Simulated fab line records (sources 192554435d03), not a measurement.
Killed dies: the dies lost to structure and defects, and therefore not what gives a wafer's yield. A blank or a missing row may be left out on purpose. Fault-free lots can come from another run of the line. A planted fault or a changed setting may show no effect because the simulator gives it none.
Which tool was responsible? ; flow n5Finfet ; 72 wafers from 24 lots sampled at 6 of the route's 1938 steps

## WHAT EACH GAUGE READ, for each wafer
N5_MOL_CONTACT_COAG_OVL_MEAS_09. Usual: CA_OVL -0.4 nm, standard deviation 0.75.
lot;measured;on;CA_OVL (nm);flag
L074;day 4 16:31;overlay-01;-1.2 -1.4 -1.3;
L075;day 5 02:02;overlay-02;-0.5 -0.6 -0.5;
L076;day 5 03:35;overlay-02;-0.4 0.2 0.0;
L077;day 5 12:49;overlay-02;-0.1 0.9 -1.0;
L079;day 5 21:15;overlay-01;0.1 0.7 0.2;
L078;day 5 23:53;overlay-01;-1.2 0.5 -1.0;
L080;day 6 07:08;overlay-02;-0.2 0.4 -0.2;
L081;day 6 14:25;overlay-01;-0.1 -1.0 -0.5;
L082;day 6 23:55;overlay-02;0.8 0.4 1.1;
L083;day 7 01:12;overlay-02;0.8 0.2 0.1;
L084;day 7 07:28;overlay-01;-0.2 0.0 -0.4;
L085;day 7 22:01;overlay-01;0.3 0.8 -0.8;
L086;day 7 22:04;overlay-02;0.1 0.0 -0.2;
L087;day 8 00:08;overlay-02;-0.2 -0.2 -0.5;
L088;day 8 09:05;overlay-01;-1.0 -0.8 -0.3;
L089;day 8 13:29;overlay-02;-0.6 -1.8 -1.6;
L090;day 8 22:56;overlay-01;0.3 -0.6 -0.8;
L091;day 9 04:07;overlay-01;-1.4 -0.7 -1.1;
L092;day 9 05:18;overlay-02;-0.5 -0.1 0.2;
L093;day 9 14:50;overlay-02;-0.7 -0.5 -1.2;
L094;day 9 17:12;overlay-01;-0.5 -0.5 0.4;
L095;day 10 01:44;overlay-02;1.1 -0.3 -0.4;
L096;day 10 05:57;overlay-02;-1.7 -1.6 -0.8;
L097;day 10 12:09;overlay-02;-1.1 -0.4 -1.4;

## WHAT TOOL EACH LOT RAN ON (gives the tool, then ch and the chambers of the sampled wafers, and finally the start)
lot;N5_GATE_CUT_STRIP_59;N5_GATE_CUT_SAC_CAP_01;N5_GATE_CUT_PECVD_57;N5_GATE_CUT_VAPOR_ETCH_51;N5_GATE_CUT_CMP_61
L074;rieDiel-02 ch 0,2, day 4 09:14;aldSin-04 ch 0,2, day 4 09:27;pecvd-04 ch 0,1,2, day 4 11:38;rieMetal-03 ch 0,1, day 4 13:09;cmp-02 ch 0,1,2, day 4 15:50
L075;rieDiel-04 ch 0,1,2, day 4 17:09;aldSin-03 ch 2,3, day 4 18:27;pecvd-02 ch 1,2, day 4 20:39;rieMetal-01 ch 0,1, day 4 22:16;cmp-02 ch 0,1,3, day 5 01:31
L076;rieDiel-02 ch 0,1,2, day 4 19:41;aldSin-04 ch 0,1,3, day 4 20:21;pecvd-03 ch 0,1,2, day 4 22:32;rieMetal-03 ch 0,1, day 5 00:24;cmp-04 ch 1,2,3, day 5 02:56
L077;rieDiel-04 ch 0,1,2, day 5 05:38;aldSin-04 ch 1,2,3, day 5 05:52;pecvd-03 ch 1,2, day 5 08:03;rieMetal-02 ch 0,1, day 5 09:44;cmp-02 ch 0,1,3, day 5 12:15
L079;rieDiel-04 ch 0,1,3, day 5 14:10;aldSin-02 ch 0,2, day 5 14:22;pecvd-04 ch 0,2, day 5 16:34;rieMetal-02 ch 0, day 5 18:11;cmp-04 ch 2,3, day 5 20:41
L078;rieDiel-01 ch 1,2,3, day 5 16:50;aldSin-03 ch 0,1,2, day 5 17:03;pecvd-04 ch 0,1, day 5 19:14;rieMetal-02 ch 0,1, day 5 20:46;cmp-01 ch 0,1,2, day 5 23:21
L080;rieDiel-04 ch 0,1,3, day 5 23:13;aldSin-03 ch 0,1,2, day 5 23:26;pecvd-03 ch 0,1, day 6 01:38;rieMetal-03 ch 0, day 6 03:31;cmp-02 ch 1,2,3, day 6 06:34
L081;rieDiel-01 ch 1,2, day 6 07:08;aldSin-04 ch 1,2, day 6 07:21;pecvd-03 ch 0,1,2, day 6 09:32;rieMetal-03 ch 0, day 6 11:19;cmp-04 ch 0,1,2, day 6 13:51
L082;rieDiel-02 ch 2,3, day 6 16:19;aldSin-04 ch 1,2,3, day 6 16:31;pecvd-04 ch 0,1, day 6 18:43;rieMetal-03 ch 0, day 6 20:36;cmp-04 ch 0,1,3, day 6 23:21
L083;rieDiel-02 ch 0,2, day 6 17:29;aldSin-02 ch 2,3, day 6 17:41;pecvd-03 ch 0,1,2, day 6 19:53;rieMetal-02 ch 0,1, day 6 21:53;cmp-02 ch 0,1,3, day 7 00:40
L084;rieDiel-01 ch 0,2, day 6 23:25;aldSin-04 ch 1,2,3, day 6 23:46;pecvd-03 ch 0,1,2, day 7 01:57;rieMetal-02 ch 0,1, day 7 03:27;cmp-04 ch 0,3, day 7 06:07
L085;rieDiel-01 ch 0,3, day 7 06:05;aldSin-04 ch 1,2,3, day 7 06:18;pecvd-02 ch 0,1,2, day 7 08:29;rieMetal-02 ch 0,1, day 7 10:00;cmp-04 ch 1,3, day 7 12:32
L086;rieDiel-04 ch 0,3, day 7 14:40;aldSin-02 ch 0,2,3, day 7 15:58;pecvd-03 ch 0,1,2, day 7 17:05;rieMetal-02 ch 0,1, day 7 18:37;cmp-02 ch 0,1,2, day 7 21:23
L087;rieDiel-01 ch 0,2,3, day 7 16:58;aldSin-04 ch 1,3, day 7 17:11;pecvd-03 ch 0,1,2, day 7 19:24;rieMetal-01 ch 0,1, day 7 21:05;cmp-02 ch 1,2,3, day 7 23:37
L088;rieDiel-01 ch 0,3, day 8 01:50;aldSin-03 ch 0,2, day 8 02:02;pecvd-04 ch 1,2, day 8 04:14;rieMetal-01 ch 0,1, day 8 05:53;cmp-01 ch 0,1,3, day 8 08:23
L089;rieDiel-01 ch 0,1,2, day 8 06:13;aldSin-04 ch 0,1, day 8 06:43;pecvd-04 ch 0,2, day 8 08:55;rieMetal-01 ch 0,1, day 8 10:26;cmp-01 ch 2,3, day 8 12:56
L090;rieDiel-01 ch 0,2, day 8 14:41;aldSin-04 ch 0,1,2, day 8 14:54;pecvd-03 ch 1,2, day 8 17:06;rieMetal-02 ch 0,1, day 8 18:48;cmp-04 ch 1,2,3, day 8 22:26
L091;rieDiel-04 ch 0,1,2, day 8 17:22;aldSin-02 ch 0,1,2, day 8 17:55;pecvd-02 ch 1,2, day 8 20:06;rieMetal-03 ch 0,1, day 8 21:55;cmp-01 ch 0,2,3, day 9 03:25
L092;rieDiel-04 ch 0,2,3, day 8 21:40;aldSin-02 ch 0,1,2, day 8 22:34;pecvd-04 ch 0,2, day 9 00:45;rieMetal-01 ch 0,1, day 9 02:15;cmp-04 ch 1,2,3, day 9 04:44
L093;rieDiel-02 ch 0,1,3, day 9 07:26;aldSin-02 ch 0,2,3, day 9 07:39;pecvd-03 ch 0,1,2, day 9 09:51;rieMetal-03 ch 0,1, day 9 11:47;cmp-04 ch 1,2,3, day 9 14:20
L094;rieDiel-04 ch 0,2, day 9 09:35;aldSin-04 ch 1,2,3, day 9 09:52;pecvd-02 ch 1,2, day 9 12:03;rieMetal-02 ch 0,1, day 9 14:01;cmp-02 ch 1,3, day 9 16:31
L095;rieDiel-04 ch 0,2,3, day 9 18:45;aldSin-03 ch 0,1, day 9 18:58;pecvd-04 ch 0,1,2, day 9 21:10;rieMetal-02 ch 0,1, day 9 22:40;cmp-01 ch 0,2,3, day 10 01:13
L096;rieDiel-01 ch 0,1,3, day 9 22:21;aldSin-04 ch 0,1,2, day 9 22:34;pecvd-02 ch 0,2, day 10 00:47;rieMetal-01 ch 0,1, day 10 02:44;cmp-02 ch 1,2,3, day 10 05:14
L097;rieDiel-04 ch 1,2,3, day 10 04:53;aldSin-03 ch 0,2,3, day 10 05:07;pecvd-02 ch 0,1, day 10 07:19;rieMetal-03 ch 0,1, day 10 09:05;cmp-02 ch 1,2, day 10 11:35
- N5_GATE_CUT_STRIP_59: strips in N2/H2, time 20 s.
- N5_GATE_CUT_SAC_CAP_01: material SiNx, target thk 24 nm, pulse time 1 s, ald cycles 480.
- N5_GATE_CUT_PECVD_57: deposits SiNx from SiH4/NH3/N2, target thk 21 nm.
- N5_GATE_CUT_VAPOR_ETCH_51: etches HfO2 in BCl3/Cl2.
- N5_GATE_CUT_CMP_61: polishes, stops on SiNx, t overpolish 3 s.

## WHAT THE TOOLS THEMSELVES READ (means of the sampled wafers that have a number; where no wafer has one, the mark that the record gives instead)
N5_GATE_CUT_STRIP_59. Usual: drypumpMotorCurrentA 5.5 A, standard deviation 0.33; oesProductAu 0.78 a.u., standard deviation 0.083; rfVppV 45.1 V, standard deviation 0.85; showerheadPlenumPTorr 3.38 Torr, standard deviation 0.11; throttleValvePct 12.19 %, standard deviation 0.29.
lot;tool;drypumpMotorCurrentA (A);oesProductAu (a.u.);rfVppV (V);showerheadPlenumPTorr (Torr);throttleValvePct (%);flag
L074;rieDiel-02;6.0;0.76;44.7;3.33;12.30;
L075;rieDiel-04;5.2;0.81;45.7;3.44;12.18;
L076;rieDiel-02;5.8;0.73;45.0;3.31;12.34;
L077;rieDiel-04;5.2;0.80;45.5;3.44;12.18;
L079;rieDiel-04;5.1;0.77;45.6;3.33;12.25;
L078;rieDiel-01;5.5;0.77;45.7;3.33;12.20;
L080;rieDiel-04;5.1;0.77;45.1;3.33;12.27;
L081;rieDiel-01;5.7;0.79;44.9;3.34;12.31;
L082;rieDiel-02;5.9;0.74;44.5;3.40;12.33;
L083;rieDiel-02;5.9;0.74;45.6;3.32;12.34;
L084;rieDiel-01;5.6;0.88;45.3;3.35;11.72;
L085;rieDiel-01;5.7;0.79;46.4;3.39;11.97;
L086;rieDiel-04;5.1;0.72;44.7;3.41;12.30;
L087;rieDiel-01;5.5;0.79;45.5;3.35;11.96;
L088;rieDiel-01;5.5;0.73;44.9;3.35;12.19;
L089;rieDiel-01;5.7;0.81;44.9;3.35;12.06;
L090;rieDiel-01;5.6;0.85;44.5;3.34;11.74;
L091;rieDiel-04;5.2;0.79;44.5;3.43;12.24;
L092;rieDiel-04;5.2;0.82;45.9;3.54;12.08;
L093;rieDiel-02;5.8;0.78;45.7;3.50;12.24;
L094;rieDiel-04;5.3;0.75;46.3;3.51;12.25;
L095;rieDiel-04;5.2;0.81;45.3;3.54;12.10;
L096;rieDiel-01;5.7;0.83;45.7;3.36;12.09;
L097;rieDiel-04;5.3;0.83;45.2;3.46;12.07;

N5_GATE_CUT_SAC_CAP_01. Usual: heaterPowerW 871 W, standard deviation 95; precursorPulseHeightRel 1.000, standard deviation 0.022.
lot;tool;heaterPowerW (W);precursorPulseHeightRel;flag
L074;aldSin-04;929;0.997;
L075;aldSin-03;798;1.020;
L076;aldSin-04;825;0.976;
L077;aldSin-04;856;1.002;
L079;aldSin-02;1049;0.997;
L078;aldSin-03;859;1.001;
L080;aldSin-03;868;0.971;
L081;aldSin-04;813;1.007;
L082;aldSin-04;873;1.010;
L083;aldSin-02;879;1.000;
L084;aldSin-04;863;1.001;
L085;aldSin-04;872;0.986;
L086;aldSin-02;967;1.006;
L087;aldSin-04;790;1.022;
L088;aldSin-03;863;0.998;
L089;aldSin-04;820;1.002;
L090;aldSin-04;871;0.997;
L091;aldSin-02;940;0.989;
L092;aldSin-02;940;0.987;
L093;aldSin-02;963;1.006;
L094;aldSin-04;864;1.021;
L095;aldSin-03;867;0.978;
L096;aldSin-04;864;1.005;
L097;aldSin-03;834;1.021;

N5_GATE_CUT_PECVD_57. Usual: heaterPowerW 758 W, standard deviation 110; showerheadPlenumPTorr 5.11 Torr, standard deviation 0.1; throttleValvePct 38.9 %, standard deviation 1.4.
lot;tool;heaterPowerW (W);showerheadPlenumPTorr (Torr);throttleValvePct (%);flag
L074;pecvd-04;831;5.09;38.0;
L075;pecvd-02;765;5.12;40.3;
L076;pecvd-03;702;5.14;38.6;
L077;pecvd-03;809;5.20;38.9;
L079;pecvd-04;778;5.14;37.1;
L078;pecvd-04;727;5.02;39.8;
L080;pecvd-03;783;5.18;38.4;
L081;pecvd-03;726;5.14;38.7;
L082;pecvd-04;756;5.01;40.0;
L083;pecvd-03;743;5.13;38.7;
L084;pecvd-03;724;5.13;38.8;
L085;pecvd-02;761;5.11;39.8;
L086;pecvd-03;765;5.13;38.6;
L087;pecvd-03;758;5.14;38.7;
L088;pecvd-04;917;5.10;37.8;
L089;pecvd-04;755;5.13;37.5;
L090;pecvd-03;783;5.20;38.9;
L091;pecvd-02;813;5.12;40.3;
L092;pecvd-04;722;5.07;39.3;
L093;pecvd-03;719;5.13;38.8;
L094;pecvd-02;806;5.13;40.4;
L095;pecvd-04;838;5.09;38.5;
L096;pecvd-02;703;5.07;39.6;
L097;pecvd-02;674;5.15;40.2;

N5_GATE_CUT_VAPOR_ETCH_51. Usual: drypumpMotorCurrentA 5.87 A, standard deviation 0.24; oesProductAu 0.81 a.u., standard deviation 0.094.
lot;tool;drypumpMotorCurrentA (A);oesProductAu (a.u.);flag
L074;rieMetal-03;5.88;0.79;
L075;rieMetal-01;5.91;0.76;
L076;rieMetal-03;5.86;0.78;
L077;rieMetal-02;6.00;0.81;
L079;rieMetal-02;5.71;0.94;
L078;rieMetal-02;5.99;0.80;
L080;rieMetal-03;5.77;0.87;
L081;rieMetal-03;5.80;0.87;
L082;rieMetal-03;5.78;0.86;
L083;rieMetal-02;5.85;0.85;
L084;rieMetal-02;5.83;0.85;
L085;rieMetal-02;5.84;0.86;
L086;rieMetal-02;6.00;0.78;
L087;rieMetal-01;5.67;0.73;
L088;rieMetal-01;5.92;0.75;
L089;rieMetal-01;5.66;0.73;
L090;rieMetal-02;5.98;0.77;
L091;rieMetal-03;5.95;0.90;
L092;rieMetal-01;5.90;0.74;
L093;rieMetal-03;5.89;0.87;
L094;rieMetal-02;5.98;0.77;
L095;rieMetal-02;5.97;0.77;
L096;rieMetal-01;5.66;0.73;
L097;rieMetal-03;5.93;0.89;

N5_GATE_CUT_CMP_61. Usual: motorCurrentA reads 12.3 A (standard deviation 0.83).
lot;tool;motorCurrentA (A);flag
L074;cmp-02;12.2;
L075;cmp-02;12.1;
L076;cmp-04;12.5;
L077;cmp-02;12.0;
L079;cmp-04;12.7;
L078;cmp-01;12.8;
L080;cmp-02;11.9;
L081;cmp-04;12.8;
L082;cmp-04;12.2;
L083;cmp-02;12.0;
L084;cmp-04;12.0;
L085;cmp-04;12.8;
L086;cmp-02;12.5;
L087;cmp-02;12.0;
L088;cmp-01;12.8;
L089;cmp-01;13.5;
L090;cmp-04;12.5;
L091;cmp-01;13.0;
L092;cmp-04;12.5;
L093;cmp-04;12.3;
L094;cmp-02;11.5;
L095;cmp-01;13.0;
L096;cmp-02;11.5;
L097;cmp-02;11.9;

## THE ANSWER, worked out from the rows above alone
Rule: a lot is off if the mean of its wafers that have a number lies more than 3 standard deviations from the usual mean. Also off: a lot with no number at a reading for which 4 or more lots have one. Where the step has rows for the other lots, those lots are counted as sound. The gauges are gone through in route order, then the tools' own readings, and for those a lot's mean is taken as printed above. At the first step where some lot is off, the reading lying furthest off is the one used; lots without a number count as furthest.
No lot is off on any of the readings shown, so nothing can be concluded from this.

## WHAT THE SIMULATOR PUT IN
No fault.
